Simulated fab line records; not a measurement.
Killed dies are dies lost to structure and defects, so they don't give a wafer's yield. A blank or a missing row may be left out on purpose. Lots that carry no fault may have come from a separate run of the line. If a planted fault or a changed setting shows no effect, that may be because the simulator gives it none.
Matching of chambers    flow n5 finfet    N5_BEOL_M12_ETCH_68 on rie diel-03: 3 sister chambers
The step etches SOC in N2/H2, time 285 s. 3 wafers are shown with their chamber, then 6 later ones without.

WAFERS WITH THEIR CHAMBER
wafer   chamber  showerhead plenum p Torr (Torr)
L087.1  2        2.42
L087.5  0        2.73
L086.5  1        2.59

WAFERS WITH NO CHAMBER GIVEN
wafer   showerhead plenum p Torr (Torr)
L086.6  2.42
L088.1  2.72
L088.3  2.41
L088.6  2.41
L094.2  2.72
L094.5  2.41

THE CHAMBER EACH PASSED THROUGH
wafer   from the rows above  in truth
L086.6  2                    2
L088.1  0                    0
L088.3  2                    2
L088.6  2                    2
L094.2  0                    0
L094.5  2                    2
Placed correctly: 6 of 6. Not placeable from these rows: 0. Number placed wrongly: 0.
How it was worked out, from the rows above alone: a wafer's distance from a chamber is the root of the sum, over the readings, of the square of ((its reading less the chamber's mean) divided by the reading's scatter). If the next closest chamber is less than 2 further off than the closest, the wafer can't be placed; otherwise it belongs to the closest. The mean given for a chamber averages the wafers shown for that chamber. The scatter (one wafer shown for each chamber): square how far every hidden wafer sits from the nearest shown wafer, average those squares and take the square root.
